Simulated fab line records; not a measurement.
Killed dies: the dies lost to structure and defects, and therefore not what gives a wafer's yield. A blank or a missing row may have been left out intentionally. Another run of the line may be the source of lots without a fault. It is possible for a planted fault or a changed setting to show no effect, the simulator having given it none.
The same fault as seen by 3 desks ; flow n5 finfet ; what lay behind the numbers comes last; until then each desk has only its own

== THE TOOL OWNER'S DESK: litho track-05 ==
The tool's own readings at N5_BEOL_M12_COAT_22 (resist thk 300 nm): means of the sampled wafers that have a number, for each lot that ran on this tool. Any lot whose mean is over 4 standard deviations away from the usual mean is out of limits and marked OUT; that distance is given in the brackets.
Columns: A = chill plate temp C at N5_BEOL_M12_COAT_22, usual 22.99 C; B = spin speed rpm at N5_BEOL_M12_COAT_22, usual 2888.0 rpm
lot;first seen here;A;B
L295;day 10 18:00;22.96;2887.3
L303;day 12 01:10;23.02;2887.7
L310;day 14 16:25;22.95;2534.9 (-99 or more) OUT
L312;day 14 20:54;23.09;2536.6 (-99 or more) OUT
This desk's finding: out of limits on L310, L312; first on L310, day 14 16:25 (spin speed rpm at N5_BEOL_M12_COAT_22). L295, L303: within limits.

== THE METROLOGY DESK ==
Means of the sampled wafers that have a number, per lot and without regard to the tool the lot ran on: this is what the gauges read. Any lot whose mean is over 4 standard deviations away from the usual mean is out of limits and marked OUT; that distance is given in the brackets.
Columns: A = V11_OVL at N5_BEOL_M12_OVL_MEAS_11, usual -1 nm; B = cd nm at N5_BEOL_M12_CD_MEAS_17, usual 141.1 nm; C = cd nm at N5_BEOL_M12_CD_MEAS_28, usual 159.3 nm; D = M12_OVL at N5_BEOL_M12_OVL_MEAS_29, usual -5 nm
lot;first seen here;A;B;C;D
L295;day 10 17:25;1;143.5;159.1;-4
L303;day 12 00:34;1;141.3;160.9;-5
L310;day 14 15:49;-6;136.9;157.2;-9
L312;day 14 20:10;-6;143.6;159.4;-8
L314;day 15 13:56;-5;140.4;160.0;-8
L317;day 16 07:28;-1;142.1;160.7;4
This desk found nothing out of limits on any of the 6 lots.

== THE DEFECT DESK ==
Counts from the inspections along the route, per lot, as means over the sampled wafers that have a number. Any lot whose mean is over 4 standard deviations away from the usual mean is out of limits and marked OUT; that distance is given in the brackets.
Columns: A = raw defect count at N5_BEOL_M12_INSPECT_12, usual 2.1; B = raw defect count at N5_BEOL_M12_INSPECT_30, usual 2.1
lot;first seen here;A;B
L295;day 10 17:26;2.0;1.7
L303;day 12 00:35;2.0;2.0
L310;day 14 15:50;1.5;2.0
L312;day 14 20:11;2.5;1.5
L314;day 15 13:57;2.3;1.3
L317;day 16 07:29;4.7;2.0
This desk found nothing out of limits on any of the 6 lots.

== PUT TOGETHER ==
The tool owner's desk could have raised an alarm at day 14 16:25, on L310, L312.
Metrology desk: nothing out of limits seen.
No out-of-limits result turned up at the defect desk.
The metrology desk has L310, L312 on record, within its limits.
The defect desk has L310, L312 on record, within its limits.
Every lot named ran N5_BEOL_M12_COAT_22 on litho track-05.

== WHAT THE SIMULATOR PUT IN ==
Process parameter drift: litho track-05, from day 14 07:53 on, at N5_BEOL_M12_COAT_22. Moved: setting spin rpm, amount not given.
Struck lots among those shown: L310, L312.
Delay in hours, fault start to first out-of-limits reading, by desk: the tool owner's desk at 9.
